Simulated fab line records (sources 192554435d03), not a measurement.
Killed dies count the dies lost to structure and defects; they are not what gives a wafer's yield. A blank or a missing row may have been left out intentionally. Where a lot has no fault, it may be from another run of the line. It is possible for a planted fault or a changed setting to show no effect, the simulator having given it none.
Split-lot experiment -- flow n5 finfet -- on a route of 1938 steps: 7 lots, 21 wafers read

THE SPLIT
At N5_BEOL_M9_EXPOSE_08 (exposes mask M9), the setting dose mj was moved away from the recipe's 53.75 on 9 of the 21 wafers read, by -6.7% to +6.8%. For the rest of the wafers, this setting stayed at what the recipe calls for.

FROM THE SPLIT TO THE READING: what the file shows between them, 2 steps
- N5_BEOL_M9_PEB_09: peb time 60 s
- N5_BEOL_M9_DEVELOP_10: develop time 30 s

THE READING
cd nm at N5_BEOL_M9_CD_MEAS_11, given in nm (cd target 64.1 nm). Fault-free wafers of this fab line usually give 63.8 nm, standard deviation 0.66 nm.

wafer,"tool, chamber at the split",dose mj as run,against the recipe,"cd nm, nm",against lot-mates on the recipe
L077.1,"arfi scanner-02, 0",53.75,recipe,64.0,-
L077.4,"arfi scanner-02, 0",57.42,+6.8%,67.0,+3.0
L077.5,"arfi scanner-02, 0",57.42,+6.8%,67.5,+3.5
L081.2,"arfi scanner-02, 0",53.75,recipe,64.6,-
L081.4,"arfi scanner-02, 0",53.75,recipe,63.8,-
L081.6,"arfi scanner-02, 0",52.65,-2.0%,63.1,-1.1
L083.2,"arfi scanner-02, 0",53.75,recipe,63.2,-
L083.5,"arfi scanner-02, 0",50.16,-6.7%,60.0,-3.3
L083.6,"arfi scanner-02, 0",53.75,recipe,63.4,-
L084.2,"arfi scanner-02, 0",56.54,+5.2%,67.5,no lot-mate on the recipe
L084.3,"arfi scanner-02, 0",56.54,+5.2%,66.5,no lot-mate on the recipe
L084.4,"arfi scanner-02, 0",56.54,+5.2%,66.5,no lot-mate on the recipe
L086.3,"arfi scanner-03, 0",52.07,-3.1%,61.2,-3.5
L086.4,"arfi scanner-03, 0",52.07,-3.1%,61.3,-3.4
L086.5,"arfi scanner-03, 0",53.75,recipe,64.7,-
L089.1,"arfi scanner-03, 0",53.75,recipe,64.1,-
L089.5,"arfi scanner-03, 0",53.75,recipe,64.4,-
L089.6,"arfi scanner-03, 0",53.75,recipe,63.9,-
L097.1,"arfi scanner-01, 0",53.75,recipe,64.3,-
L097.3,"arfi scanner-01, 0",53.75,recipe,64.4,-
L097.6,"arfi scanner-01, 0",53.75,recipe,65.3,-

THE FIT
A straight line over all 21 wafers: cd nm changes by +0.557 nm for each +1% of dose mj; r = +0.95; the points scatter about the line by 0.63 nm.
The same after taking each lot's own level away (the mean of its wafers on the recipe; 18 wafers): +0.557 nm for each +1%; r = +0.94; scatter 0.66 nm.
That fit puts the effect of the largest move of dose mj on the reading at 3.8 nm.
From 63.30 to 64.70 nm: that is the span of the lots' own levels, equal to 2.1 times the standard deviation above.
The two slopes are in agreement: the lot-to-lot level therefore moves the slope only a little.
Check: for one of the wafers moved furthest among these (+6.8%), held out of the fit, the line's prediction against its lot-mates is +3.89 nm. Against them it came out at +3 nm.

FURTHER SPLITS ON THESE WAFERS
Note: prior to the reading, these wafers also went through further splits. Each is held against what the fit with the lots' levels taken away leaves over:
other split on the same wafers,wafers away from the commonest value,r with cd nm (lot level and that fit taken away)
N5_BEOL_M7_TRENCH_ETCH_37 time s,6,-0.46
N5_BEOL_M8_EXPOSE_25 dose mj,6,+0.69
N5_BEOL_M8_DESCUM_33 time s,4,+0.35

FILE'S OWN FIT
cd nm changes by +0.544 nm for each +1% of dose mj, r = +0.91.
